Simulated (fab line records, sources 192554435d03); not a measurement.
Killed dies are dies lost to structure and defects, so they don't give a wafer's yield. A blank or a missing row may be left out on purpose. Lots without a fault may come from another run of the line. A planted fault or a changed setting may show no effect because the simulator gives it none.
A struck lot beside a sound one | flow n5_finfet | 15 steps out of a route of 1938
Sound: wafers L979.1, L979.2, L979.4. Struck: wafer L985.3. (L985.1, L985.2 of the same lot were not struck and are left out.) The cause comes at the end.
At each step with rows: each side's tool, then ch and its chambers, then its first start. Under that, the readings that differ: sound wafers | struck wafers | difference of the means | sigmas: that difference in standard deviations of wafers without a fault.
alike: readings whose means differ by less than 2 such deviations, and words and numbers that are the same on both sides. not compared: withheld readings, readings that some wafer has no value for, bounds like >300 that may hide the same value, and numbers for which the record gives no deviation and whose values overlap.
The two part at a step that has a row with sigmas, a row that says differs or no value, or rows on one side only. Numbers that don't overlap but have no deviation are shown without sigmas and don't part them. A reading that every wafer of one side lacks parts them only if that side has two wafers or more.

N5_PASSIVATION_CD_MEAS_10: target cd 3000 nm.
  sound on cd_sem-02 ch 0, day 13 02:32; struck on cd_sem-01 ch 0, day 15 05:23
  alike: cd_nm
N5_PASSIVATION_OVL_MEAS_60:
  sound on overlay-02 ch 0, day 13 02:34; struck on overlay-01 ch 0, day 15 05:25
  alike: TV_OVL
N5_PASSIVATION_INSPECT_61: inspects for defects (macro).
  sound on defect_inspect-01, day 13 02:36; struck on defect_inspect-01, day 15 05:26
  reading          | sound | struck | difference | sigmas
  raw_defect_count | 1 2 4 | 7      | +5         | +3
then, 1 step without rows for these wafers: N5_PASSIVATION_DESCUM_12 (chemistry O2, time 7.9 s).
N5_PASSIVATION_PASS_ETCH_74: etches SiNx in CF4/O2, target depth 220 nm, time 110 s.
  sound on rie_diel-05 ch 0,1,3, day 13 02:47; struck on rie_diel-06 ch 3, day 15 05:32
  alike: drypump_motor_current_A, oes_product_au, rf_vpp_V, showerhead_plenum_p_Torr, throttle_valve_pct
  not compared: rf_hours_counter_h
then, 2 steps without rows for these wafers: N5_PASSIVATION_VIA_ETCH_13 (etches SiO2 in CHF3/O2, target depth 660 nm, time 330 s); N5_PASSIVATION_STRIP_14 (strips in O2).
N5_PASSIVATION_ETCH_15: etches SiCN in CF4/N2, target depth 75 nm, time 81.2 s.
  sound on rie_diel-05 ch 0,1,3; struck on rie_diel-06 ch 3
  alike: drypump_motor_current_A, oes_product_au, rf_vpp_V, showerhead_plenum_p_Torr, throttle_valve_pct
  not compared: rf_hours_counter_h
then, 2 steps without rows for these wafers: N5_PASSIVATION_STRIP_73 (strips in post etch residue remover, time 60 s); N5_PASSIVATION_SRD_17 (time 30 s, dry time 30 s).
N5_PASSIVATION_DEGAS_18: time 60 s.
  sound on pvd_sputter-03, day 13 03:17; struck on pvd_sputter-03, day 15 07:07
  alike: heater_power_w
N5_PASSIVATION_PRE_CLEAN_19:
  sound on pvd_sputter-03, day 13 03:20; struck on pvd_sputter-03, day 15 07:09
  alike: heater_power_w
N5_PASSIVATION_SPUTTER_20: material TaN, target thk 50 nm.
  sound on pvd_sputter-03, day 13 03:22; struck on pvd_sputter-03, day 15 07:11
  reading                                         | sound        | struck | difference | sigmas
  model.TaN_of_PASSIVATION_SPUTTER_20.thk_nm (nm) | 49.8 51 51.2 | 35.2   | -15.5      |
  alike: throttle_valve_pct
N5_PASSIVATION_AL_DEP_21: deposits Al, target thk 2800 nm, time 170 s.
  sound on pvd_sputter-03, day 13 03:28; struck on pvd_sputter-03, day 15 07:17
  alike: throttle_valve_pct
N5_PASSIVATION_PROBE_49:
  the record has rows for the struck wafers here (prober-02, day 15 12:59) and none for the sound ones

WHERE THEY PART
First at N5_PASSIVATION_INSPECT_61; last, within this record, at N5_PASSIVATION_PROBE_49.

WHY: what the simulator had put in
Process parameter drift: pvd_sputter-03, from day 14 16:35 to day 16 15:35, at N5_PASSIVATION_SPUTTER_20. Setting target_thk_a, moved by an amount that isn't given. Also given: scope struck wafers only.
